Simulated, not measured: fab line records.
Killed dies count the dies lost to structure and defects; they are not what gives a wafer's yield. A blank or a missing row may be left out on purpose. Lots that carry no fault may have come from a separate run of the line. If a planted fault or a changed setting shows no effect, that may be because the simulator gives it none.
A struck lot beside a sound one	flow nand_harc	14 out of 1302 route steps
Sound: the wafers L803.3, L803.5, L803.6. Wafers L796.2, L796.3, L796.5 were the ones struck. The cause comes at the end.
At each step with rows: each side's tool, then ch and its chambers, then its first start. Under that, the readings that differ: sound wafers	struck wafers	difference of the means	sigmas: that difference in standard deviations of wafers without a fault.
alike: readings with means less than 2 such deviations apart, plus words and numbers identical on both sides. not compared: withheld readings, readings lacking a value on some wafer, bounds such as >300 that could conceal the same value, and numbers that have no deviation in the record and whose values overlap.
The two part at a step that has a row with sigmas, a row that says differs or no value, or rows on one side only. Numbers that don't overlap but have no deviation are shown without sigmas and don't part them. A reading missing from all wafers of one side parts the sides only when that side holds two or more wafers.

first, 1 step without rows for these wafers: NHARC_A_ONON_D1_DEP_12 (target thk 1000 nm).
NHARC_A_ONON_D1_THK_MEAS_14: measures by ellipsometry.
  sound on film_metro-01 at day 15 04:19; struck on film_metro-01 at day 12 14:05
  alike: thk_nm
then, 2 steps without rows for these wafers: NHARC_A_ONON_D1_ANNEAL_15 (time 3600 s); NHARC_A_ONON_D1_DEP_16 (target thk 1000 nm).
NHARC_A_ONON_D1_THK_MEAS_18: measures by ellipsometry.
  sound on film_metro-01 at day 15 12:10; struck on film_metro-01 at day 12 22:41
  alike: thk_nm
then, no rows for these wafers at 1 step: NHARC_A_ONON_D1_DEP_19 (target thk 1000 nm).
NHARC_A_ONON_D1_THK_MEAS_21: measures by ellipsometry.
  sound on film_metro-01 at day 15 12:44; struck on film_metro-02 at day 12 23:14
  alike: thk_nm
then, no rows for these wafers at 1 step: NHARC_A_ONON_D1_DEP_22 (target thk 1000 nm).
NHARC_A_ONON_D1_THK_MEAS_24: measures by ellipsometry.
  sound on film_metro-01 at day 15 13:18; struck on film_metro-01 at day 12 23:48
  alike: thk_nm
then, no rows for these wafers at 1 step: NHARC_A_ONON_D1_DEP_25 (target thk 1000 nm).
NHARC_A_ONON_D1_THK_MEAS_27: measures by ellipsometry.
  sound on film_metro-01 at day 15 13:53; struck on film_metro-01 at day 13 00:23
reading	sound	struck	difference	sigmas
thk_nm (nm)	996 998 998	1021 1021 1019	+23	+3
NHARC_A_ONON_D1_DEP_28: target thk 1000 nm.
  sound on pecvd_onon-02 ch 0, day 15 14:03; struck on pecvd_onon-02 ch 0, day 13 00:29
reading	sound	struck	difference	sigmas
n2o_flow_sccm (sccm)	2007 2004 2006	1994 1989 1993	-14	-2
NHARC_A_ONON_D1_THK_MEAS_30: measures by ellipsometry.
  sound on film_metro-02 at day 15 14:26; struck on film_metro-01 at day 13 00:58
reading	sound	struck	difference	sigmas
thk_nm (nm)	998 1000 998	1052 1053 1053	+54	+4
NHARC_A_ONON_D1_DEP_33: deposits SiO2, target thk 200 nm.
  sound on pecvd-04 ch 0,1,2, day 15 14:32; struck on pecvd-01 ch 0,1,2, day 13 01:04
  alike: heater_power_w, rf_fwd_power_W, throttle_valve_pct

== WHERE THEY PART ==
Earliest at NHARC_A_ONON_D1_THK_MEAS_27; latest, in this record, at NHARC_A_ONON_D1_THK_MEAS_30. Later steps at which nothing parts them and some readings are alike: NHARC_A_ONON_D1_DEP_33.

WHY: the cause the simulator had injected
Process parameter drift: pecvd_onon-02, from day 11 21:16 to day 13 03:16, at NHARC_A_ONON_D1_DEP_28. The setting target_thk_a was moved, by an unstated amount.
